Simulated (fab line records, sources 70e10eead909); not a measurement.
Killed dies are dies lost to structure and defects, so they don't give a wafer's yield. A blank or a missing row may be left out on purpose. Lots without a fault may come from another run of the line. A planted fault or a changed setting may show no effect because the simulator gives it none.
A struck lot beside a sound one | flow nand_harc | 13 steps out of a route of 1159
Sound: wafers L976.2, L976.4, L976.5. Struck: wafer L981.1. (L981.2, L981.4 of the same lot were not struck and are left out.) The cause comes at the end.
At each step with rows: each side's tool, then ch and its chambers, then its first start. Under that, the readings that differ: sound wafers | struck wafers | difference of the means | sigmas: that difference in standard deviations of wafers without a fault.
alike: readings whose means differ by less than 2 such deviations, and words and numbers that are the same on both sides. not compared: withheld readings, readings that some wafer has no value for, bounds like >300 that may hide the same value, and numbers for which the record gives no deviation and whose values overlap.
The two part at a step that has a row with sigmas, a row that says differs or no value, or rows on one side only. Numbers that don't overlap but have no deviation are shown without sigmas and don't part them. A reading that every wafer of one side lacks parts them only if that side has two wafers or more.

NHARC_P_BONDPAD_INSPECT_23:
  sound on defect_inspect-02, day 9 19:23; struck on defect_inspect-01, day 10 05:18
  alike: raw_defect_count
NHARC_P_BONDPAD_ACTIVATE_29: chemistry N2, time 60 s.
  sound on rie_diel-13 ch 0,1,2, day 9 19:29; struck on rie_diel-13 ch 1, day 10 05:22
  reading               | sound             | struck | difference | sigmas
  oes_product_au (a.u.) | 1.002 0.990 0.999 | 0.981  | -0.016     | -2
  alike: drypump_motor_current_A, rf_vpp_V, showerhead_plenum_p_Torr
  not compared: rf_hours_counter_h
then, 2 steps without rows for these wafers: NHARC_P_BONDPAD_PRECLEAN_30 (cleans in DIW, time 300 s); NHARC_P_BONDPAD_SRD_31 (time 30 s, dry time 20 s).
NHARC_A_START_INSPECT_01:
  sound on defect_inspect-01, day 9 19:52; struck on defect_inspect-02, day 10 05:46
  alike: raw_defect_count
then, 6 steps without rows for these wafers: NHARC_A_ZERO_WELL_PRECLEAN_00 (cleans in SPM, time 600 s); NHARC_A_ZERO_WELL_SRD_01; NHARC_A_ZERO_WELL_DEHYDRATE_02 (time 120 s); NHARC_A_ZERO_WELL_HMDS_03 (time 30 s); NHARC_A_ZERO_WELL_COAT_18 (time 65 s); NHARC_A_ZERO_WELL_COAT_04 (resist thk 600 nm).
NHARC_A_ZERO_WELL_SOFTBAKE_05: time 70 s.
  sound on litho_track-07 ch 0, day 9 20:00; struck on litho_track-07 ch 0, day 10 06:00
  reading                  | sound             | struck | difference | sigmas
  heater_power_total_W (W) | 199.2 199.4 199.9 | 206.5  | +7.0       | +5
  not compared: plate_temp_C
then, 1 step without rows for these wafers: NHARC_A_ZERO_WELL_EBR_06.

WHERE THEY PART
First at NHARC_P_BONDPAD_ACTIVATE_29; last, within this record, at NHARC_A_ZERO_WELL_SOFTBAKE_05.

WHY: what the simulator had put in
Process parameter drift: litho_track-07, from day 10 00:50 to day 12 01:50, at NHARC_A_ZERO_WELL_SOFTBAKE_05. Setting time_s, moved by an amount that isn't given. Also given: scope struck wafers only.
